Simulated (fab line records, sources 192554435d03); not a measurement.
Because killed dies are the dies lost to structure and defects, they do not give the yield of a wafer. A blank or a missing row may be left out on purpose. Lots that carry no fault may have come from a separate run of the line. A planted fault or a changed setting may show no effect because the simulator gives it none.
Comparing a struck lot with a sound one :: flow n5 finfet :: 16 steps out of a route of 1938
Sound: wafers L164.4, L164.5, L164.6. Wafers struck: L165.1, L165.4, L165.5. Last of all comes the cause.
At each step with rows: each side's tool, then ch and its chambers, then its first start. Under that, the readings that differ: sound wafers :: struck wafers :: difference of the means :: sigmas: that difference in standard deviations of wafers without a fault.
alike: readings with means less than 2 such deviations apart, plus words and numbers identical on both sides. not compared: withheld readings, readings lacking a value on some wafer, bounds such as >300 that could conceal the same value, and numbers that have no deviation in the record and whose values overlap.
The two part at a step that has a row with sigmas, a row that says differs or no value, or rows on one side only. Numbers that have no deviation but don't overlap get no sigmas and don't part them. Lack of a reading on every wafer of one side parts them only where that side has two or more wafers.

first, 8 steps without rows for these wafers: N5_BEOL_M9_COAT_64 (time 60 s, resist thk 12 nm); N5_BEOL_M9_COAT_75 (time 60 s, resist thk 5 nm); N5_BEOL_M9_COAT_22 (resist thk 30 nm); N5_BEOL_M9_EBR_24; N5_BEOL_M9_SOFTBAKE_23 (time 60 s); N5_BEOL_M9_EXPOSE_25 (exposes mask V8); N5_BEOL_M9_PEB_26 (peb time 60 s); N5_BEOL_M9_DEVELOP_27 (develop time 30 s).
N5_BEOL_M9_CD_MEAS_28 targets a cd of 70 nm.
  sound on cd sem-03 ch 0, day 10 16:16; struck on cd sem-02 ch 0, day 10 19:40
  alike: cd nm
N5_BEOL_M9_OVL_MEAS_29:
  sound on overlay-01 ch 0, day 10 16:19; struck on overlay-02 ch 0, day 10 19:42
  alike: V8_OVL
N5_BEOL_M9_INSPECT_30: inspects for defects (brightfield).
  struck on defect inspect-02, day 10 19:46; sound on defect inspect-02, day 10 16:21
  alike: raw defect count
N5_BEOL_M9_DESCUM_33: chemistry O2, time 7 s.
  sound on rie diel-05 ch 1,2,3, day 10 16:40; struck on rie diel-04 ch 0,1, day 10 19:47
  alike: drypump motor current A, oes product au, rf vpp V, showerhead plenum p Torr, throttle valve pct
  not compared: rf hours counter h
N5_BEOL_M9_ETCH_76: etches underlayer in N2/H2, target depth 6.5 nm, time 5.2 s.
  sound on rie diel-05 ch 1,2,3, day 10 16:41; struck on rie diel-04 ch 0,1, day 10 19:50
  no value came back on the struck wafers for any of 8 readings (bias w (W), chamber pressure mTorr (mTorr) and others); on the sound wafers bias w (W) reads 150.1 150.2 150.1
reading: model.CAR-EUV_of_BEOL_M9_COAT_22.thk nm (nm)
sound: 20.4 20.2 20.4
struck: 26 26 26
difference: +6
sigmas: 
  not compared: rf hours counter h
N5_BEOL_M9_ETCH_65: etches SiARC in CF4, target depth 15.6 nm, time 26 s.
  sound on rie diel-05 ch 1,2,3, day 10 16:43; struck on rie diel-04 ch 0,1, day 10 19:50
reading: model.CAR-EUV_of_BEOL_M9_COAT_22.thk nm (nm)
sound: 11.2 11 11.2
struck: 16.8 16.8 17
difference: +5.7
sigmas: 
  alike: bias w, cf4 flow sccm, drypump motor current A, etch rf on time s, oes product au, rf vpp V, showerhead plenum p Torr, throttle valve pct
  not compared: rf hours counter h
N5_BEOL_M9_ETCH_66: etches SOC in N2/H2, target depth 80 nm, overetch 16 nm, time 120 s.
  sound on rie diel-05 ch 1,2,3, day 10 16:44; struck on rie diel-04 ch 0,1, day 10 19:52
  alike: bias w, chamber pressure mTorr, drypump motor current A, oes product au, rf vpp V, showerhead plenum p Torr, throttle valve pct
  not compared: rf hours counter h
-- record jumps: 3 days separate the struck wafers' starts on either side; left off in module BEOL_M9, taken up again in module PASSIVATION, whose first shown step is the route's number 1936 --
N5_PASSIVATION_PROBE_49:
  struck on prober-01, day 13 11:17; sound on prober-02, day 13 10:57
  alike: defect limited yield, killed_at_M0_to_M3, killed_at_M4_up, killed at contacts, killed at front end, killed at other, killed dies, killed open, killed short, sort_bin_4_leakage, sort_bin_5_function, sort_bin_6_memory, sort n pass, sort yield pct

WHERE THEY PART
N5_BEOL_M9_ETCH_76 only, going by this record. Later steps at which nothing parts them and some readings are alike: N5_BEOL_M9_ETCH_65, N5_BEOL_M9_ETCH_66, N5_PASSIVATION_PROBE_49.

WHY: whatever the simulator had introduced
Beginning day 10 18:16, the whole step at N5_BEOL_M9_ETCH_76 was skipped on rie diel-04. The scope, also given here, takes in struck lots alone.
